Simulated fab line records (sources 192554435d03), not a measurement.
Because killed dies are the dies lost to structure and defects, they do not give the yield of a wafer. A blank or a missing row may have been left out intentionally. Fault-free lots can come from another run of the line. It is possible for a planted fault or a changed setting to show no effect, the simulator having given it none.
fab line records    flow n5_finfet    part 2 of 2: steps 21 to 30 of 30
record lots=5  wafers=15  last_day=15
route steps=1938 shown BEOL_M6@1219
lots untouched by any fault: they come from a run of this same line in which no faults occurred
start_h: the number of hours between the record's first day and the start of the first shown wafer of the lot    wait_h: time in hours since the lot's previous step    " repeats the value in the row above    L1.1+2: several wafers, shown together as one row    - either no value or no given start    * or withheld: withheld    < > ~ a bound
route shown NAME@n: names a module that has steps shown in the file, with the first one's number in the route    usual: mean/standard deviation of fault-free wafers    same: alike in all rows    chamber/n: place in a boat    sites: per-site readings    _std_site: standard deviation across them    _edge_site: the outer-site mean with the inner-site mean subtracted    radius_mm: for every site, how far away it sits from the centre of the wafer    mask NAME#n: copy n    behind: the most recent tool/chamber to have shaped the wafer    hold: why the lot was held/for how many hours/how that ended    device: the n, p or np transistor that did not switch    end of line: at the end of the route, the tests of the same wafers    a step without rows: its recipe alone    killed: the dies lost at the first sort to structure and to defects; this is not the yield of the wafer    map: the dies of a wafer, with x for killed, . for not killed, _ for no die there
set.NAME: the run value of the setting; set.NAME@STEP: its run value at that earlier step    model.NAME: the simulator's own value behind a step, which no gauge read
lots at some steps of the route; a table a step, a row a wafer
services: a tool's chamber out of use, with start hour (start_h, from the record's first day; less than 0 if before it), hours out, and reason
## steps
# step N5_BEOL_M6_TRENCH_ETCH_37
# recipe chemistry=C4F6/O2  target_depth_a=944.35  target=SiCOH_lowk  time_s=31.5  ion_energy_ev=250  pressure_mtorr=30  source_w=345  bias_w=185  Ar_flow_sccm=300  C4F6_flow_sccm=10  O2_flow_sccm=10
# usual bias_w=185.0/0.53  drypump_motor_current_A=5.7/0.39  mfc_ar_sccm=300.0/0.91  oes_o_777_au=0.80/0.1  oes_product_au=0.80/0.1  rf_vpp_V=668/9.3  showerhead_plenum_p_Torr=2.85/0.11  throttle_valve_pct=20.96/0.24
lot.wafer  tool         chamber  start_h  wait_h  bias_w  drypump_motor_current_A  mfc_ar_sccm  oes_o_777_au  oes_product_au  rf_hours_counter_h  rf_vpp_V  showerhead_plenum_p_Torr  throttle_valve_pct
L074.1     rie_diel-03  0        -        -       184.4   5.3                      299.7        0.73          0.72            194                 668       2.72                      20.97
L074.2     "            2        "        "       184.0   5.8                      300.8        0.85          0.91            25                  675       3.04                      21.06
L074.4     "            3        "        "       185.4   6.6                      300.6        0.81          0.82            -                   678       2.99                      20.75
L079.1     rie_diel-06  1        -        -       184.4   5.5                      298.8        0.87          0.88            31                  653       2.76                      20.41
L079.5     "            3        "        "       184.4   5.5                      300.9        0.84          0.87            -                   662       2.79                      21.19
L079.6     "            2        "        "       184.5   5.3                      300.3        0.92          0.93            -                   682       2.89                      20.63
L083.1     rie_diel-01  3        -        -       185.0   5.5                      298.7        0.69          0.71            216                 667       2.81                      20.92
L083.2     "            0        "        "       185.1   5.5                      300.3        0.68          0.72            198                 672       2.94                      20.99
L083.4     "            2        "        "       185.3   5.8                      300.3        0.69          0.68            225                 650       2.81                      21.08
L084.1     rie_diel-06  3        -        -       185.5   5.6                      300.8        0.81          0.84            56                  663       2.78                      21.21
L084.4     "            1        "        "       184.9   5.5                      301.6        0.84          0.87            45                  653       2.75                      20.42
L084.6     "            2        "        "       185.1   5.3                      299.6        0.89          0.91            -                   681       2.88                      20.66
L085.1     rie_diel-01  2        -        -       183.7   5.8                      299.0        0.69          0.67            240                 653       2.81                      21.11
L085.5     "            2        "        "       184.0   5.8                      298.6        0.68          0.68            -                   651       2.81                      21.11
L085.6     "            3        "        "       184.8   5.5                      298.9        0.69          0.70            -                   668       2.80                      20.92
# step N5_BEOL_M6_ETCH_41
# recipe chemistry=CH3F/O2  target=SiCN  target_depth_a=297  taper_deg=2  time_s=52  ion_energy_ev=120  mask_material=TiN  pressure_mtorr=30  source_w=395  bias_w=75  Ar_flow_sccm=150  CH3F_flow_sccm=30  O2_flow_sccm=20
# usual bias_w=75.01/0.22  drypump_motor_current_A=5.7/0.39  mfc_ar_sccm=150.0/0.46  oes_product_au=0.80/0.1  rf_vpp_V=297.4/1.7  showerhead_plenum_p_Torr=2.00/0.077  throttle_valve_pct=16.34/0.23
lot.wafer  tool         chamber  start_h  wait_h  bias_w  drypump_motor_current_A  mfc_ar_sccm  oes_product_au  rf_hours_counter_h  rf_vpp_V  showerhead_plenum_p_Torr  throttle_valve_pct
L074.1     rie_diel-03  0        -        -       75.15   5.3                      149.9        0.72            194                 296.0     1.91                      16.44
L074.2     "            2        "        "       75.17   5.8                      149.4        0.90            25                  301.4     2.14                      16.34
L074.4     "            3        "        "       74.74   6.6                      150.2        0.81            -                   299.8     2.11                      16.17
L079.1     rie_diel-06  1        -        -       75.21   5.5                      149.8        0.89            31                  295.9     1.94                      15.83
L079.5     "            3        "        "       75.11   5.5                      149.8        0.86            -                   295.8     1.96                      16.50
L079.6     "            2        "        "       75.15   5.3                      150.9        0.92            -                   297.7     2.03                      16.02
L083.1     rie_diel-01  3        -        -       75.04   5.5                      150.6        0.71            216                 297.9     1.97                      16.37
L083.2     "            0        "        "       75.11   5.5                      150.3        0.72            198                 298.9     2.07                      16.39
L083.4     "            2        "        "       75.25   5.8                      149.4        0.68            225                 295.9     1.98                      16.50
L084.1     rie_diel-06  3        -        -       74.99   5.5                      150.0        0.84            56                  295.6     1.95                      16.52
L084.4     "            1        "        "       74.89   5.4                      150.7        0.87            45                  295.5     1.93                      15.84
L084.6     "            2        "        "       75.02   5.4                      150.2        0.89            -                   298.6     2.03                      16.03
L085.1     rie_diel-01  2        -        -       75.13   5.8                      150.6        0.66            240                 296.7     1.97                      16.54
L085.5     "            2        "        "       74.78   5.8                      150.9        0.67            -                   296.3     1.97                      16.56
L085.6     "            3        "        "       74.85   5.5                      149.8        0.70            -                   296.7     1.97                      16.39
# step N5_BEOL_M6_STRIP_80
# recipe chemistry=N2/H2  time_s=10  power_w=450  temp_c=40  pressure_mtorr=20  rf_frequency_hz=6e+07  bias_power_w=7  n2_flow_sccm=200  h2_flow_sccm=200
# usual drypump_motor_current_A=5.7/0.39  oes_product_au=0.80/0.1  rf_vpp_V=59.2/0.91  showerhead_plenum_p_Torr=2.54/0.097  throttle_valve_pct=23.71/0.27
lot.wafer  tool         chamber  start_h  wait_h  drypump_motor_current_A  oes_product_au  rf_hours_counter_h  rf_vpp_V  showerhead_plenum_p_Torr  throttle_valve_pct
L074.1     rie_diel-03  0        -        -       5.3                      0.73            194                 59.0      2.41                      23.62
L074.2     "            2        "        "       5.7                      0.91            25                  60.3      2.70                      23.70
L074.4     "            3        "        "       6.6                      0.80            -                   58.7      2.66                      23.10
L079.1     rie_diel-06  1        -        -       5.5                      0.89            31                  59.5      2.49                      23.35
L079.5     "            3        "        "       5.6                      0.87            -                   59.9      2.48                      23.99
L079.6     "            2        "        "       5.4                      0.94            -                   59.7      2.59                      23.56
L083.1     rie_diel-01  3        -        -       5.5                      0.71            216                 57.5      2.50                      23.60
L083.2     "            0        "        "       5.5                      0.72            198                 60.5      2.63                      23.91
L083.4     "            2        "        "       5.8                      0.68            225                 59.6      2.52                      23.73
L084.1     rie_diel-06  3        -        -       5.5                      0.84            56                  57.9      2.47                      24.02
L084.4     "            1        "        "       5.5                      0.87            45                  60.2      2.48                      23.38
L084.6     "            2        "        "       5.3                      0.90            -                   59.7      2.58                      23.58
L085.1     rie_diel-01  2        -        -       5.8                      0.67            240                 60.6      2.51                      23.76
L085.5     "            2        "        "       5.8                      0.67            -                   59.4      2.51                      23.75
L085.6     "            3        "        "       5.5                      0.71            -                   59.8      2.49                      23.62
# step N5_BEOL_M6_OCD_MEAS_38
# usual trench_depth_nm=94.2/1.7
lot.wafer  tool    chamber  start_h  wait_h  trench_depth_nm
L074.1     ocd-02  -        210.76   -       95.2
L074.2     "       -        "        "       95.9
L074.4     "       -        "        "       92.8
L079.1     ocd-01  -        236.15   -       95.4
L079.5     "       -        "        "       96.0
L079.6     "       -        "        "       95.7
L083.1     ocd-01  -        242.43   -       94.8
L083.2     "       -        "        "       93.1
L083.4     "       -        "        "       92.4
L084.1     ocd-02  -        271.59   -       95.3
L084.4     "       -        "        "       95.7
L084.6     "       -        "        "       96.3
L085.1     ocd-01  -        278.20   -       92.5
L085.5     "       -        "        "       91.4
L085.6     "       -        "        "       94.5
# step N5_BEOL_M6_HM_STRIP_39
# recipe chemistry=peroxide_tin_strip  material=TiN  target_depth_a=250  temp_c=50  time_s=158
lot.wafer   tool          chamber  start_h  wait_h
L074.1+2+4  wet_bench-04  0,7,3    210.79   0.0
L079.1+5+6  wet_bench-02  5,6,3    236.18   0.0
L083.1+2+4  wet_bench-02  5,2,3    242.47   0.0
L084.1+4+6  wet_bench-04  4,5,0    271.62   0.0
L085.1+5+6  wet_bench-04  6,2,7    278.23   0.0
# step N5_BEOL_M6_SRD_40
# recipe time_s=30  temp_c=23  rinse_liquid=diw  dry=ipa_marangoni
# usual do_supply_ppb=10.01/0.091
lot.wafer  tool          chamber  start_h  wait_h  do_supply_ppb
L074.1     wet_bench-04  0        210.84   0.0     9.89
L074.2     "             7        "        "       10.02
L074.4     "             3        "        "       9.79
L079.1     wet_bench-02  5        236.23   0.0     9.98
L079.5     "             6        "        "       10.13
L079.6     "             3        "        "       10.04
L083.1     wet_bench-02  5        242.51   0.0     9.98
L083.2     "             2        "        "       10.00
L083.4     "             3        "        "       10.07
L084.1     wet_bench-04  4        271.67   0.0     9.91
L084.4     "             5        "        "       10.02
L084.6     "             0        "        "       10.00
L085.1     wet_bench-04  6        278.28   0.0     10.02
L085.5     "             2        "        "       10.07
L085.6     "             7        "        "       9.80
# step N5_BEOL_M6_PRECLEAN_42
# recipe chemistry=residue_remover  time_s=60  temp_c=40
lot.wafer   tool          chamber  start_h  wait_h
L074.1+2+4  wet_bench-04  0,7,3    210.86   0.0
L079.1+5+6  wet_bench-02  5,6,3    236.24   0.0
L083.1+2+4  wet_bench-02  5,2,3    242.53   0.0
L084.1+4+6  wet_bench-04  4,5,0    271.68   0.0
L085.1+5+6  wet_bench-04  6,2,7    278.30   0.0
# step N5_BEOL_M6_SRD_43
# recipe time_s=30  temp_c=23  rinse_liquid=diw  dry=ipa_marangoni
# usual do_supply_ppb=9.99/0.098
lot.wafer  tool          chamber  start_h  wait_h  do_supply_ppb
L074.1     wet_bench-04  0        210.88   0.0     10.03
L074.2     "             7        "        "       9.89
L074.4     "             3        "        "       10.01
L079.1     wet_bench-02  5        236.26   0.0     9.93
L079.5     "             6        "        "       10.06
L079.6     "             3        "        "       9.96
L083.1     wet_bench-02  5        242.55   0.0     10.18
L083.2     "             2        "        "       10.00
L083.4     "             3        "        "       10.11
L084.1     wet_bench-04  4        271.70   0.0     10.01
L084.4     "             5        "        "       9.92
L084.6     "             0        "        "       9.92
L085.1     wet_bench-04  6        278.31   0.0     10.07
L085.5     "             2        "        "       10.12
L085.6     "             7        "        "       9.85
# step N5_BEOL_M6_CD_MEAS_35
# recipe target_cd_nm=40  target_cd_y_nm=28  polarity=opening
# usual cd_nm=40.1/0.61
lot.wafer  tool       chamber  start_h  wait_h  cd_nm
L074.1     cd_sem-02  -        210.92   0.0     39.6
L074.2     "          -        "        "       39.3
L074.4     "          -        "        "       39.4
L079.1     cd_sem-02  -        236.30   0.0     40.9
L079.5     "          -        "        "       40.6
L079.6     "          -        "        "       40.7
L083.1     cd_sem-01  -        242.59   0.0     39.8
L083.2     "          -        "        "       40.9
L083.4     "          -        "        "       40.1
L084.1     cd_sem-03  -        271.75   0.0     40.8
L084.4     "          -        "        "       39.1
L084.6     "          -        "        "       39.7
L085.1     cd_sem-01  -        278.35   0.0     39.7
L085.5     "          -        "        "       39.2
L085.6     "          -        "        "       39.6
# step N5_BEOL_M6_CURE_75
# recipe temp_c=370  time_s=120  ambient=DMADMS/He  material=SiCOH_lowk
# usual lamp_power_pct=52.32/0.058  wafer_temp_C_max=371.9/0.45
lot.wafer  tool        chamber  start_h  wait_h  lamp_power_pct  wafer_temp_C_max
L074.1     uv_cure-01  2        210.96   0.0     52.38           371.0
L074.2     "           2        "        "       52.19           371.2
L074.4     "           2        "        "       52.36           370.9
L079.1     uv_cure-03  1        237.35   1.0     52.28           371.0
L079.5     "           1        "        "       52.35           370.7
L079.6     "           1        "        "       52.47           371.1
L083.1     uv_cure-02  2        242.68   0.1     52.29           372.9
L083.2     "           2        "        "       52.37           371.2
L083.4     "           2        "        "       52.25           371.7
L084.1     uv_cure-02  0        272.13   0.4     52.28           371.3
L084.4     "           0        "        "       52.28           371.5
L084.6     "           0        "        "       52.33           371.7
L085.1     uv_cure-02  2        278.39   0.0     52.49           372.2
L085.5     "           2        "        "       52.28           372.2
L085.6     "           2        "        "       52.37           371.8
## services
tool            chamber  start_h  hours  kind
euv_scanner-02  -        186.36   0.5    repair
uv_cure-03      -        186.82   0.8    repair
uv_cure-02      -        192.82   7.5    pm
euv_scanner-02  -        193.91   1.0    pm
rie_diel-06     0        200.50   16.6   repair
rie_diel-03     -        205.84   0.2    repair
euv_scanner-02  -        212.56   4.6    pm
euv_scanner-01  -        212.76   1.0    pm
euv_scanner-01  -        217.13   5.8    pm
rie_diel-03     2        220.89   7.3    repair
uv_cure-01      -        230.28   7.5    pm
euv_scanner-02  -        232.26   14.8   repair
uv_cure-03      -        239.14   13.3   repair
uv_cure-02      -        241.75   0.9    repair
euv_scanner-02  -        247.09   1.0    pm
euv_scanner-01  -        248.10   4.6    pm
rie_diel-06     2        254.76   7.2    repair
uv_cure-03      -        261.69   2.8    repair
rie_diel-01     1        275.60   -      clean
rie_diel-01     1        275.60   -      consumable_replace:focus_ring
rie_diel-01     1        275.60   -      consumable_replace:showerhead
rie_diel-01     1        275.60   19.0   scheduled_down
rie_diel-01     1        275.60   19.0   vent_cycle
euv_scanner-01  -        277.45   1.0    pm
